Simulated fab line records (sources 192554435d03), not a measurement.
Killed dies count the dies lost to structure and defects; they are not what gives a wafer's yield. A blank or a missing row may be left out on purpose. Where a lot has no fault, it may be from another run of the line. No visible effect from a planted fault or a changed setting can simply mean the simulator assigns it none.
Split-lot study / flow n5_finfet / 21 wafers read from 7 lots, route of 1938 steps

THE SPLIT ITSELF
At N5_ZERO_LAYER_EXPOSE_08 (exposes mask ZERO, defocus 0 nm, target cd 2000 nm), the setting dose_mj was moved away from the recipe's 16.2 on 9 of the 21 wafers read, by -7.5% to +6.4%. For the rest of the wafers, this setting stayed at what the recipe calls for.

FROM THE SPLIT TO THE READING: what the file shows between them, 2 steps
- N5_ZERO_LAYER_DEVELOP_10: develop time 60 s (also split here: develop_time_s)
- N5_ZERO_LAYER_HARDBAKE_23: time 120 s

THE READING
Shown in nm: cd_nm at N5_ZERO_LAYER_CD_MEAS_11, with target cd 2000 nm. On this fab line, fault-free wafers typically give 2000.2 nm with a standard deviation of 1.7 nm.

wafer=L078.3; tool, chamber at the split=krf_scanner-02, 0; dose_mj as run=16.2; against the recipe=recipe; cd_nm, nm=1996.9; against lot-mates on the recipe=-
wafer=L078.5; tool, chamber at the split=krf_scanner-02, 0; dose_mj as run=16.2; against the recipe=recipe; cd_nm, nm=1995.5; against lot-mates on the recipe=-
wafer=L078.6; tool, chamber at the split=krf_scanner-02, 0; dose_mj as run=16.2; against the recipe=recipe; cd_nm, nm=2000.3; against lot-mates on the recipe=-
wafer=L079.1; tool, chamber at the split=krf_scanner-02, 0; dose_mj as run=16.2; against the recipe=recipe; cd_nm, nm=2000.5; against lot-mates on the recipe=-
wafer=L079.2; tool, chamber at the split=krf_scanner-02, 0; dose_mj as run=17.23; against the recipe=+6.4%; cd_nm, nm=2010.3; against lot-mates on the recipe=+11.0
wafer=L079.3; tool, chamber at the split=krf_scanner-02, 0; dose_mj as run=16.2; against the recipe=recipe; cd_nm, nm=1998.2; against lot-mates on the recipe=-
wafer=L084.2; tool, chamber at the split=krf_scanner-02, 0; dose_mj as run=16.2; against the recipe=recipe; cd_nm, nm=2000.7; against lot-mates on the recipe=-
wafer=L084.3; tool, chamber at the split=krf_scanner-02, 0; dose_mj as run=14.99; against the recipe=-7.5%; cd_nm, nm=1981.2; against lot-mates on the recipe=-19.5
wafer=L084.4; tool, chamber at the split=krf_scanner-02, 0; dose_mj as run=14.99; against the recipe=-7.5%; cd_nm, nm=1982.6; against lot-mates on the recipe=-18.1
wafer=L086.1; tool, chamber at the split=krf_scanner-02, 0; dose_mj as run=15.43; against the recipe=-4.8%; cd_nm, nm=1985.9; against lot-mates on the recipe=-8.4
wafer=L086.5; tool, chamber at the split=krf_scanner-02, 0; dose_mj as run=15.43; against the recipe=-4.8%; cd_nm, nm=1990.9; against lot-mates on the recipe=-3.4
wafer=L086.6; tool, chamber at the split=krf_scanner-02, 0; dose_mj as run=16.2; against the recipe=recipe; cd_nm, nm=1994.3; against lot-mates on the recipe=-
wafer=L089.2; tool, chamber at the split=krf_scanner-02, 0; dose_mj as run=16.2; against the recipe=recipe; cd_nm, nm=1998.2; against lot-mates on the recipe=-
wafer=L089.5; tool, chamber at the split=krf_scanner-02, 0; dose_mj as run=16.2; against the recipe=recipe; cd_nm, nm=2003.1; against lot-mates on the recipe=-
wafer=L089.6; tool, chamber at the split=krf_scanner-02, 0; dose_mj as run=15.1; against the recipe=-6.8%; cd_nm, nm=1989.5; against lot-mates on the recipe=-11.2
wafer=L092.2; tool, chamber at the split=krf_scanner-02, 0; dose_mj as run=16.2; against the recipe=recipe; cd_nm, nm=2003.7; against lot-mates on the recipe=-
wafer=L092.3; tool, chamber at the split=krf_scanner-02, 0; dose_mj as run=17; against the recipe=+4.9%; cd_nm, nm=2011.9; against lot-mates on the recipe=+8.8
wafer=L092.6; tool, chamber at the split=krf_scanner-02, 0; dose_mj as run=16.2; against the recipe=recipe; cd_nm, nm=2002.4; against lot-mates on the recipe=-
wafer=L094.2; tool, chamber at the split=krf_scanner-02, 0; dose_mj as run=17.12; against the recipe=+5.7%; cd_nm, nm=2014.6; against lot-mates on the recipe=+11.9
wafer=L094.5; tool, chamber at the split=krf_scanner-02, 0; dose_mj as run=16.2; against the recipe=recipe; cd_nm, nm=2002.7; against lot-mates on the recipe=-
wafer=L094.6; tool, chamber at the split=krf_scanner-02, 0; dose_mj as run=17.12; against the recipe=+5.7%; cd_nm, nm=2010.8; against lot-mates on the recipe=+8.1

FIT RESULTS
A straight line over all 21 wafers: cd_nm changes by +2.16 nm for each +1% of dose_mj; r = +0.95; the points scatter about the line by 3 nm.
The same after taking each lot's own level away (the mean of its wafers on the recipe; 21 wafers): +1.92 nm for each +1%; r = +0.96; scatter 2.5 nm.
Per that fit: largest dose_mj move, reading shift of 14 nm.
Measured against the standard deviation above, the lots' own levels, which go from 1994.30 to 2003.05 nm, span 5.1 times it.
So the slope is not independent of the lot-to-lot level: the two fits are not the same.
Check: with one of the wafers moved furthest among these (-7.5%) left out of the fit, the line predicts -13.3 nm for it against its lot-mates. Against them it came out at -19.5 nm.

THE OTHER SPLITS THESE WAFERS WENT THROUGH
Before the reading, these wafers also passed through other splits. Each is held against what the fit with the lots' levels taken away leaves over:
other split on the same wafers=N5_ZERO_LAYER_DEVELOP_10 develop_time_s; wafers away from the commonest value=6; r with cd_nm (lot level and that fit taken away)=+0.46

THE WHOLE CHAIN: every reading that the file lists as answering this split, in the file's order
step=N5_ZERO_LAYER_CD_MEAS_11; what it does=target cd 2000 nm; reading=cd_nm; change (the file's fit)=+1.87 nm for each +1% of the setting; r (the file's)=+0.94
step=N5_ZERO_LAYER_DESCUM_16; what it does=chemistry O2, time 7.9 s; reading=ZERO_LAYER.cd_nm (the simulator's own value, which no gauge read); change (the file's fit)=+1.87 nm for each +1% of the setting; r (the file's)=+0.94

FILE'S OWN FIT
cd_nm changes by +1.87 nm for each +1% of dose_mj, r = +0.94.
